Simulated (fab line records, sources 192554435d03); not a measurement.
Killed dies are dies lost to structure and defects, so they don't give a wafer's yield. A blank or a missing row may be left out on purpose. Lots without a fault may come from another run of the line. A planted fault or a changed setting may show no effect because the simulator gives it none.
A struck lot beside a sound one | flow n5_finfet | 33 steps out of a route of 1938
Sound: wafers L903.1, L903.3, L903.5. Struck: wafers L890.1, L890.5, L890.6. The cause comes at the end.
At each step with rows: each side's tool, then ch and its chambers, then its first start. Under that, the readings that differ: sound wafers | struck wafers | difference of the means | sigmas: that difference in standard deviations of wafers without a fault.
alike: readings whose means differ by less than 2 such deviations, and words and numbers that are the same on both sides. not compared: withheld readings, readings that some wafer has no value for, bounds like >300 that may hide the same value, and numbers for which the record gives no deviation and whose values overlap.
The two part at a step that has a row with sigmas, a row that says differs or no value, or rows on one side only. Numbers that don't overlap but have no deviation are shown without sigmas and don't part them. A reading that every wafer of one side lacks parts them only if that side has two wafers or more.

first, 9 steps without rows for these wafers: N5_HKMG_FIN_DEVELOP_48 (develop time 30 s); N5_HKMG_FIN_DESCUM_53 (chemistry O2, time 7.9 s); N5_HKMG_FIN_ETCH_54 (etches SiARC in CF4, target depth 45.5 nm, time 75.8 s); N5_HKMG_FIN_ETCH_55 (etches SOC in N2/H2, target depth 240 nm, time 300 s); N5_HKMG_FIN_STRIP_56 (strips in N2/H2); N5_HKMG_FIN_STRIP_57 (strips in CF4); N5_HKMG_FIN_ETCH_58 (etches SOC in N2/H2, target depth 215.8 nm, time 741 s); N5_HKMG_FIN_STRIP_93 (strips SOC in N2/H2, time 20 s); N5_HKMG_FIN_WET_ETCH_76 (etches Al2O3 in dNH4OH, stops on La2O3, target depth 2.25 nm, rinse time 30 s).
N5_HKMG_FIN_STRIP_60: strips in N2/H2, time 360 s.
  sound on plasma_asher-01 ch 0,1, day 8 13:43; struck on plasma_asher-01 ch 0,1, day 5 01:23
  no value came back on the struck wafers for drypump_motor_current_A (A), h2_flow_sccm (sccm), heater_power_w (W), n2_flow_sccm (sccm); on the sound wafers drypump_motor_current_A (A) reads 5.4 5.4 6.5
  reading                                   | sound | struck       | difference | sigmas
  model.SOC_of_HKMG_FIN_COAT_41.thk_nm (nm) | 0 0 0 | 65.8 79.8 78 | +74.5      |
  not compared: rf_hours_counter_h
then, 19 steps without rows for these wafers: N5_HKMG_FIN_WET_ETCH_77 (etches La2O3 in dHCl, stops on HfO2, target depth 2 nm); N5_HKMG_FIN_WET_ETCH_78 (etches Al2O3 in dNH4OH, stops on La2O3, target depth 4.5 nm, rinse time 30 s); N5_HKMG_FIN_ALD_79 (deposits TiN, target thk 1.5 nm, pulse time 1 s, purge time 3 s); N5_HKMG_FIN_CVD_62 (deposits a-Si from Si2H6, target thk 3 nm, time 20.8 s); N5_HKMG_FIN_RTA_80 (time 2 s); N5_HKMG_FIN_PRECLEAN_64 (cleans in dHF, time 30 s); N5_HKMG_FIN_WET_ETCH_65 (etches a-Si in TMAH, stops on TiN, time 49 s, target depth 3 nm); N5_HKMG_FIN_WET_ETCH_81 (etches TiN in SC1, stops on HfO2, time 57 s, target depth 6 nm); N5_HKMG_FIN_WET_ETCH_82 (etches La2O3 in dHCl, stops on HfO2, target depth 2 nm, rinse time 30 s); N5_HKMG_FIN_ALD_36 (deposits TiN, target thk 1 nm, pulse time 1 s, purge time 3 s); N5_HKMG_FIN_PWFM_ALD_03 (deposits TiN, target thk 2 nm, pulse time 1 s, purge time 3 s); N5_HKMG_FIN_COAT_29 (time 60 s, resist thk 300 nm); N5_HKMG_FIN_COAT_30 (time 60 s, resist thk 35 nm); N5_HKMG_FIN_COAT_06 (resist thk 90 nm); N5_HKMG_FIN_EBR_08; N5_HKMG_FIN_SOFTBAKE_07 (time 60 s); N5_HKMG_FIN_EXPOSE_09 (exposes mask NWFM); N5_HKMG_FIN_PEB_10 (peb time 60 s); N5_HKMG_FIN_DEVELOP_11 (develop time 30 s).
N5_HKMG_FIN_INSPECT_14: inspects for defects (macro).
  sound on defect_inspect-02, day 8 16:03; struck on defect_inspect-02, day 5 03:55
  reading          | sound | struck   | difference | sigmas
  raw_defect_count | 0 3 2 | 20 14 21 | +17        | +12
then, 1 step without rows for these wafers: N5_HKMG_FIN_DESCUM_17 (chemistry O2, time 7.9 s).
N5_BEOL_M4_RC_MEAS_101:
  the record has rows for the sound wafers here (prober-02 ch 0, day 12 15:11) and none for the struck ones
-- the record jumps here: 8 days lie between the struck wafers' starts before and after (it left off in module BEOL_M4 and takes up again in module PASSIVATION, whose first step shown is number 1936 of the route) --
N5_PASSIVATION_PROBE_49:
  the record has rows for the struck wafers here (prober-02, day 13 15:30) and none for the sound ones

WHERE THEY PART
First at N5_HKMG_FIN_STRIP_60; last, within this record, at N5_PASSIVATION_PROBE_49.

WHY: what the simulator had put in
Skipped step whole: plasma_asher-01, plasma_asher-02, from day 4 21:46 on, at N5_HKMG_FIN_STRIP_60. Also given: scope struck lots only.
